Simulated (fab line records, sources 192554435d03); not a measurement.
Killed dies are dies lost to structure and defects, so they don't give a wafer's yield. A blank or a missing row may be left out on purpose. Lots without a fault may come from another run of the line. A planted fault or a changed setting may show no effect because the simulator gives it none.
Chamber matching | flow n5_finfet | N5_FIN_SAQP_MANDREL2_REMOVE_60 on rie_si-05: 4 sister chambers
The step chemistry HBr/Cl2/O2, target a-Si, stops on SiNx, bt time 10 s. 22 wafers are shown with their chamber, then 11 later ones without.

WAFERS WITH THEIR CHAMBER
wafer  | chamber | drypump_motor_current_A (A) | oes_product_au (a.u.)
L076.1 | 1       | 5.6                         | 0.997
L076.2 | 0       | 5.7                         | 0.995
L076.5 | 0       | 5.7                         | 0.997
L078.2 | 0       | 5.6                         | 0.986
L078.4 | 3       | 6.2                         | 1.012
L078.5 | 3       | 6.2                         | 1.002
L079.1 | 0       | 5.7                         | 0.988
L079.2 | 2       | 6.1                         | 0.984
L079.6 | 1       | 5.6                         | 0.990
L080.1 | 3       | 6.1                         | 1.013
L080.3 | 0       | 5.7                         | 0.992
L080.6 | 0       | 5.7                         | 0.995
L081.3 | 3       | 6.2                         | 1.012
L081.4 | 1       | 5.6                         | 0.992
L081.5 | 1       | 5.6                         | 1.000
L083.1 | 3       | 6.2                         | 1.008
L083.5 | 0       | 5.7                         | 0.994
L083.6 | 1       | 5.6                         | 0.988
L084.1 | 1       | 5.6                         | 0.998
L084.3 | 2       | 6.2                         | 0.996
L084.6 | 3       | 6.2                         | 1.015
L088.1 | 3       | 6.2                         | 1.018

SIGNATURES (means of the wafers above)
reading                 | chamber 0 | chamber 1 | chamber 2 | chamber 3 | scatter within a chamber
drypump_motor_current_A | 5.686     | 5.600     | 6.150     | 6.186     | 0.0351
oes_product_au          | 0.99243   | 0.99417   | 0.99000   | 1.01143   | 0.00498
Rule: a wafer's distance from a chamber is the root of the sum, over the readings, of the square of ((its reading less the chamber's mean) divided by the reading's scatter). The wafer belongs to the nearest chamber; if the next one is less than 2 further off, it can't be placed. The scatter: the root of (the sum of the squares of (reading less its chamber's mean) over the shown wafers, divided by (wafers less chambers)).

WAFERS WITHOUT THEIR CHAMBER
wafer  | drypump_motor_current_A (A) | oes_product_au (a.u.)
L088.2 | 5.7                         | 0.999
L088.5 | 5.6                         | 1.005
L092.2 | 6.2                         | 1.006
L092.5 | 5.6                         | 0.989
L092.6 | 6.2                         | 1.015
L094.1 | 6.1                         | 0.983
L094.5 | 6.2                         | 1.021
L094.6 | 5.7                         | 1.001
L095.2 | 5.6                         | 0.995
L095.3 | 6.2                         | 1.019
L095.5 | 5.6                         | 0.997

WHICH CHAMBER EACH WENT THROUGH
wafer  | from the rows above     | in truth
L088.2 | can't be placed: 0 or 1 | 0
L088.5 | can't be placed: 1 or 0 | 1
L092.2 | 3                       | 3
L092.5 | can't be placed: 1 or 0 | 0
L092.6 | 3                       | 3
L094.1 | 2                       | 2
L094.5 | 3                       | 3
L094.6 | can't be placed: 0 or 1 | 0
L095.2 | 1                       | 1
L095.3 | 3                       | 3
L095.5 | 1                       | 1
Placed correctly: 7 of 11. Can't be placed from these rows: 4 (the true chamber is among the candidates in 4). Placed wrongly: 0.
